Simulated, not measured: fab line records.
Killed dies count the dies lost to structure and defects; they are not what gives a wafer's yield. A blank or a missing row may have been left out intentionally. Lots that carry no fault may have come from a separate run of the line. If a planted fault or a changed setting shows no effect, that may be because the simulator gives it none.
Chamber matching    flow n5 finfet    N5_BEOL_M10_STRIP_67 on rie diel-05: 4 sister chambers
The step strips in CF4. 14 wafers are shown with their chamber, then 6 later ones without.

== WAFERS, EACH WITH ITS CHAMBER ==
wafer   chamber  drypump motor current A (A)  showerhead plenum p Torr (Torr)  throttle valve pct (%)
L495.3  0        5.4                          1.74                             13.53
L495.4  3        5.7                          1.75                             13.51
L495.6  2        6.5                          1.91                             13.46
L496.2  3        5.7                          1.75                             13.53
L496.3  2        6.4                          1.91                             13.47
L496.5  1        5.4                          1.77                             13.18
L502.1  2        6.4                          1.91                             13.49
L502.2  1        5.4                          1.77                             13.19
L502.3  0        5.4                          1.74                             13.58
L504.2  2        6.5                          1.90                             13.49
L504.3  1        5.4                          1.77                             13.22
L504.4  3        5.7                          1.75                             13.55
L513.2  3        5.7                          1.74                             13.58
L513.6  1        5.4                          1.76                             13.27

SIGNATURES (averages over the wafers above)
reading                   chamber 0  chamber 1  chamber 2  chamber 3  scatter within a chamber
drypump motor current A   5.400      5.400      6.450      5.700      0.0316
showerhead plenum p Torr  1.7400     1.7675     1.9075     1.7475     0.00474
throttle valve pct        13.5550    13.2150    13.4775    13.5425    0.0308
Rule: for a wafer and a chamber, the distance is found by dividing, reading by reading, the gap between the wafer's reading and the chamber's mean by the reading's scatter, squaring, summing and taking the root. If the next closest chamber is less than 2 further off than the closest, the wafer can't be placed; otherwise it belongs to the closest. The scatter: the root of (the sum of the squares of (reading less its chamber's mean) over the shown wafers, divided by (wafers less chambers)).

== WAFERS MISSING THEIR CHAMBER ==
wafer   drypump motor current A (A)  showerhead plenum p Torr (Torr)  throttle valve pct (%)
L514.2  6.5                          1.90                             13.54
L514.3  5.7                          1.74                             13.60
L514.6  5.7                          1.74                             13.57
L516.1  6.5                          1.90                             13.55
L516.2  5.7                          1.74                             13.64
L516.5  5.5                          1.73                             13.62

== CHAMBER TAKEN BY EACH ==
wafer   from the rows above  in truth
L514.2  2                    2
L514.3  3                    3
L514.6  3                    3
L516.1  2                    2
L516.2  3                    3
L516.5  0                    0
6 of 6 placed correctly. From these rows, 0 cannot be placed. Placed wrongly: 0.
